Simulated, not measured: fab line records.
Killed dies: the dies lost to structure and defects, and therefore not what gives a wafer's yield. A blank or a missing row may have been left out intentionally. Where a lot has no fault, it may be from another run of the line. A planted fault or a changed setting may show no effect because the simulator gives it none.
Matching of chambers || flow nand_harc || rie_diel-09 running NHARC_P_CONTACT_DESCUM_17: 4 sister chambers
The step chemistry O2, time 3 s. 36 wafers are shown with their chamber, then 12 later ones without.

## EACH WAFER AND ITS CHAMBER
{"wafer": "L075.1", "chamber": 2, "drypump_motor_current_A (A)": 5.1, "oes_product_au (a.u.)": 1.013, "rf_vpp_V (V)": 57.4}
{"wafer": "L075.4", "chamber": 0, "drypump_motor_current_A (A)": 6.1, "oes_product_au (a.u.)": 0.991, "rf_vpp_V (V)": 58.0}
{"wafer": "L075.6", "chamber": 1, "drypump_motor_current_A (A)": 6.3, "oes_product_au (a.u.)": 1.011, "rf_vpp_V (V)": 58.5}
{"wafer": "L075.2", "chamber": 1, "drypump_motor_current_A (A)": 6.3, "oes_product_au (a.u.)": 1.008, "rf_vpp_V (V)": 57.8}
{"wafer": "L075.3", "chamber": 3, "drypump_motor_current_A (A)": 6.1, "oes_product_au (a.u.)": 1.005, "rf_vpp_V (V)": 57.9}
{"wafer": "L075.5", "chamber": 0, "drypump_motor_current_A (A)": 6.1, "oes_product_au (a.u.)": 0.999, "rf_vpp_V (V)": 59.3}
{"wafer": "L076.1", "chamber": 3, "drypump_motor_current_A (A)": 6.1, "oes_product_au (a.u.)": 1.012, "rf_vpp_V (V)": 59.3}
{"wafer": "L076.2", "chamber": 0, "drypump_motor_current_A (A)": 6.1, "oes_product_au (a.u.)": 0.993, "rf_vpp_V (V)": 59.1}
{"wafer": "L076.5", "chamber": 1, "drypump_motor_current_A (A)": 6.2, "oes_product_au (a.u.)": 0.998, "rf_vpp_V (V)": 57.0}
{"wafer": "L082.1", "chamber": 3, "drypump_motor_current_A (A)": 6.1, "oes_product_au (a.u.)": 1.005, "rf_vpp_V (V)": 58.9}
{"wafer": "L082.5", "chamber": 0, "drypump_motor_current_A (A)": 6.1, "oes_product_au (a.u.)": 0.989, "rf_vpp_V (V)": 57.7}
{"wafer": "L082.6", "chamber": 1, "drypump_motor_current_A (A)": 6.2, "oes_product_au (a.u.)": 0.980, "rf_vpp_V (V)": 57.4}
{"wafer": "L083.1", "chamber": 1, "drypump_motor_current_A (A)": 6.2, "oes_product_au (a.u.)": 0.994, "rf_vpp_V (V)": 58.3}
{"wafer": "L083.3", "chamber": 2, "drypump_motor_current_A (A)": 5.1, "oes_product_au (a.u.)": 1.015, "rf_vpp_V (V)": 56.7}
{"wafer": "L083.4", "chamber": 3, "drypump_motor_current_A (A)": 6.1, "oes_product_au (a.u.)": 1.009, "rf_vpp_V (V)": 58.3}
{"wafer": "L086.1", "chamber": 0, "drypump_motor_current_A (A)": 6.1, "oes_product_au (a.u.)": 1.005, "rf_vpp_V (V)": 58.5}
{"wafer": "L086.5", "chamber": 2, "drypump_motor_current_A (A)": 5.1, "oes_product_au (a.u.)": 1.002, "rf_vpp_V (V)": 57.2}
{"wafer": "L086.6", "chamber": 1, "drypump_motor_current_A (A)": 6.3, "oes_product_au (a.u.)": 0.989, "rf_vpp_V (V)": 58.0}
{"wafer": "L088.1", "chamber": 2, "drypump_motor_current_A (A)": 5.1, "oes_product_au (a.u.)": 1.008, "rf_vpp_V (V)": 58.3}
{"wafer": "L088.4", "chamber": 0, "drypump_motor_current_A (A)": 6.1, "oes_product_au (a.u.)": 1.011, "rf_vpp_V (V)": 58.4}
{"wafer": "L088.6", "chamber": 0, "drypump_motor_current_A (A)": 6.1, "oes_product_au (a.u.)": 1.010, "rf_vpp_V (V)": 59.7}
{"wafer": "L087.1", "chamber": 2, "drypump_motor_current_A (A)": 5.1, "oes_product_au (a.u.)": 1.009, "rf_vpp_V (V)": 58.5}
{"wafer": "L087.4", "chamber": 0, "drypump_motor_current_A (A)": 6.1, "oes_product_au (a.u.)": 0.999, "rf_vpp_V (V)": 58.0}
{"wafer": "L087.6", "chamber": 3, "drypump_motor_current_A (A)": 6.1, "oes_product_au (a.u.)": 1.011, "rf_vpp_V (V)": 57.3}
{"wafer": "L090.1", "chamber": 0, "drypump_motor_current_A (A)": 6.1, "oes_product_au (a.u.)": 1.004, "rf_vpp_V (V)": 58.1}
{"wafer": "L090.3", "chamber": 2, "drypump_motor_current_A (A)": 5.1, "oes_product_au (a.u.)": 1.008, "rf_vpp_V (V)": 58.2}
{"wafer": "L090.6", "chamber": 2, "drypump_motor_current_A (A)": 5.1, "oes_product_au (a.u.)": 1.011, "rf_vpp_V (V)": 57.8}
{"wafer": "L091.1", "chamber": 0, "drypump_motor_current_A (A)": 6.1, "oes_product_au (a.u.)": 1.002, "rf_vpp_V (V)": 58.2}
{"wafer": "L091.2", "chamber": 2, "drypump_motor_current_A (A)": 5.1, "oes_product_au (a.u.)": 1.003, "rf_vpp_V (V)": 58.6}
{"wafer": "L091.3", "chamber": 1, "drypump_motor_current_A (A)": 6.3, "oes_product_au (a.u.)": 0.989, "rf_vpp_V (V)": 59.3}
{"wafer": "L092.3", "chamber": 2, "drypump_motor_current_A (A)": 5.1, "oes_product_au (a.u.)": 1.008, "rf_vpp_V (V)": 57.9}
{"wafer": "L092.4", "chamber": 3, "drypump_motor_current_A (A)": 6.1, "oes_product_au (a.u.)": 1.003, "rf_vpp_V (V)": 57.4}
{"wafer": "L092.6", "chamber": 1, "drypump_motor_current_A (A)": 6.3, "oes_product_au (a.u.)": 0.981, "rf_vpp_V (V)": 59.0}
{"wafer": "L093.2", "chamber": 0, "drypump_motor_current_A (A)": 6.1, "oes_product_au (a.u.)": 1.011, "rf_vpp_V (V)": 58.0}
{"wafer": "L093.4", "chamber": 3, "drypump_motor_current_A (A)": 6.1, "oes_product_au (a.u.)": 1.014, "rf_vpp_V (V)": 58.8}
{"wafer": "L093.5", "chamber": 1, "drypump_motor_current_A (A)": 6.3, "oes_product_au (a.u.)": 0.997, "rf_vpp_V (V)": 58.0}

SIGNATURES (means of the wafers above)
{"reading": "drypump_motor_current_A", "chamber 0": 6.100, "chamber 1": 6.267, "chamber 2": 5.100, "chamber 3": 6.100, "scatter within a chamber": 0.025}
{"reading": "oes_product_au", "chamber 0": 1.00127, "chamber 1": 0.99411, "chamber 2": 1.00856, "chamber 3": 1.00843, "scatter within a chamber": 0.00749}
{"reading": "rf_vpp_V", "chamber 0": 58.455, "chamber 1": 58.144, "chamber 2": 57.844, "chamber 3": 58.271, "scatter within a chamber": 0.688}
Rule: a wafer lies at a distance from a chamber equal to the root of the sum of squares, over the readings, of (its reading less the chamber's mean, divided by the reading's scatter). The wafer belongs to the nearest chamber; if the next one is less than 2 further off, it can't be placed. The scatter: the root of (the sum of the squares of (reading less its chamber's mean) over the shown wafers, divided by (wafers less chambers)).

## WAFERS MISSING THEIR CHAMBER
{"wafer": "L094.1", "drypump_motor_current_A (A)": 6.3, "oes_product_au (a.u.)": 0.982, "rf_vpp_V (V)": 58.3}
{"wafer": "L094.3", "drypump_motor_current_A (A)": 5.1, "oes_product_au (a.u.)": 1.000, "rf_vpp_V (V)": 58.3}
{"wafer": "L094.4", "drypump_motor_current_A (A)": 6.1, "oes_product_au (a.u.)": 0.993, "rf_vpp_V (V)": 58.3}
{"wafer": "L095.3", "drypump_motor_current_A (A)": 6.3, "oes_product_au (a.u.)": 0.996, "rf_vpp_V (V)": 59.5}
{"wafer": "L095.4", "drypump_motor_current_A (A)": 6.1, "oes_product_au (a.u.)": 0.987, "rf_vpp_V (V)": 58.7}
{"wafer": "L095.6", "drypump_motor_current_A (A)": 6.1, "oes_product_au (a.u.)": 1.001, "rf_vpp_V (V)": 58.0}
{"wafer": "L096.1", "drypump_motor_current_A (A)": 6.1, "oes_product_au (a.u.)": 0.992, "rf_vpp_V (V)": 58.4}
{"wafer": "L096.3", "drypump_motor_current_A (A)": 6.3, "oes_product_au (a.u.)": 1.004, "rf_vpp_V (V)": 59.1}
{"wafer": "L096.6", "drypump_motor_current_A (A)": 6.1, "oes_product_au (a.u.)": 0.988, "rf_vpp_V (V)": 57.3}
{"wafer": "L097.1", "drypump_motor_current_A (A)": 6.2, "oes_product_au (a.u.)": 0.996, "rf_vpp_V (V)": 56.3}
{"wafer": "L097.2", "drypump_motor_current_A (A)": 5.1, "oes_product_au (a.u.)": 0.998, "rf_vpp_V (V)": 58.2}
{"wafer": "L097.5", "drypump_motor_current_A (A)": 6.1, "oes_product_au (a.u.)": 0.993, "rf_vpp_V (V)": 59.2}

## WHICH CHAMBER EACH WENT THROUGH
{"wafer": "L094.1", "from the rows above": 1, "in truth": 1}
{"wafer": "L094.3", "from the rows above": 2, "in truth": 2}
{"wafer": "L094.4", "from the rows above": "can't be placed: 0 or 3", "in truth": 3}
{"wafer": "L095.3", "from the rows above": 1, "in truth": 1}
{"wafer": "L095.4", "from the rows above": "can't be placed: 0 or 3", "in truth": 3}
{"wafer": "L095.6", "from the rows above": "can't be placed: 0 or 3", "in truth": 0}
{"wafer": "L096.1", "from the rows above": "can't be placed: 0 or 3", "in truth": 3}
{"wafer": "L096.3", "from the rows above": 1, "in truth": 1}
{"wafer": "L096.6", "from the rows above": "can't be placed: 0 or 3", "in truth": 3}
{"wafer": "L097.1", "from the rows above": "can't be placed: 1 or 0 or 3", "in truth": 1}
{"wafer": "L097.2", "from the rows above": 2, "in truth": 2}
{"wafer": "L097.5", "from the rows above": "can't be placed: 0 or 3", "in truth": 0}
Correctly placed: 5 of 12. Can't be placed from these rows: 7 (the true chamber is among the candidates in 7). Placed wrongly: 0.
